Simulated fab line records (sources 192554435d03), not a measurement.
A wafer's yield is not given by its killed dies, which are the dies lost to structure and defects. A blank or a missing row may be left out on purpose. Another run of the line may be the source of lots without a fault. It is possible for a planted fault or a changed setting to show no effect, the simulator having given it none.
Matching of chambers :: flow n5-finfet :: 4 sister chambers for N5_SDB_DESCUM_16 on rie-diel-02
The step chemistry O2, time 7.9 s. 8 wafers are shown with their chamber, then 7 later ones without.

WAFERS WITH THEIR CHAMBER
wafer: L084.2
chamber: 1
showerhead-plenum-p-Torr (Torr): 2.06
throttle-valve-pct (%): 20.40

wafer: L084.3
chamber: 0
showerhead-plenum-p-Torr (Torr): 2.00
throttle-valve-pct (%): 20.48

wafer: L084.4
chamber: 2
showerhead-plenum-p-Torr (Torr): 2.15
throttle-valve-pct (%): 20.55

wafer: L085.1
chamber: 3
showerhead-plenum-p-Torr (Torr): 2.04
throttle-valve-pct (%): 20.95

wafer: L085.2
chamber: 2
showerhead-plenum-p-Torr (Torr): 2.14
throttle-valve-pct (%): 20.55

wafer: L085.4
chamber: 1
showerhead-plenum-p-Torr (Torr): 2.06
throttle-valve-pct (%): 20.40

wafer: L086.2
chamber: 0
showerhead-plenum-p-Torr (Torr): 2.00
throttle-valve-pct (%): 20.49

wafer: L086.3
chamber: 3
showerhead-plenum-p-Torr (Torr): 2.04
throttle-valve-pct (%): 20.96

WAFERS WITHOUT THEIR CHAMBER
wafer: L086.6
showerhead-plenum-p-Torr (Torr): 2.04
throttle-valve-pct (%): 20.96

wafer: L088.3
showerhead-plenum-p-Torr (Torr): 2.05
throttle-valve-pct (%): 20.42

wafer: L088.4
showerhead-plenum-p-Torr (Torr): 2.05
throttle-valve-pct (%): 20.42

wafer: L088.6
showerhead-plenum-p-Torr (Torr): 2.03
throttle-valve-pct (%): 20.94

wafer: L089.1
showerhead-plenum-p-Torr (Torr): 2.05
throttle-valve-pct (%): 20.44

wafer: L089.2
showerhead-plenum-p-Torr (Torr): 2.00
throttle-valve-pct (%): 20.51

wafer: L089.3
showerhead-plenum-p-Torr (Torr): 2.03
throttle-valve-pct (%): 20.96

EACH ONE'S CHAMBER
wafer: L086.6
from the rows above: 3
in truth: 3

wafer: L088.3
from the rows above: 1
in truth: 1

wafer: L088.4
from the rows above: 1
in truth: 1

wafer: L088.6
from the rows above: 3
in truth: 3

wafer: L089.1
from the rows above: 1
in truth: 1

wafer: L089.2
from the rows above: 0
in truth: 0

wafer: L089.3
from the rows above: 3
in truth: 3
Placed correctly: 7 of 7. Left unplaced by these rows: 0. Wrongly placed: 0.
How it was worked out, from the rows above alone: a wafer's distance from a chamber is the root of the sum, over the readings, of the square of ((its reading less the chamber's mean) divided by the reading's scatter). If the next closest chamber is less than 2 further off than the closest, the wafer can't be placed; otherwise it belongs to the closest. Each chamber's mean is taken over the wafers shown for it. The scatter: take each reading less its chamber's mean, square it, sum over the shown wafers, divide by the number of wafers less the number of chambers, and take the root.
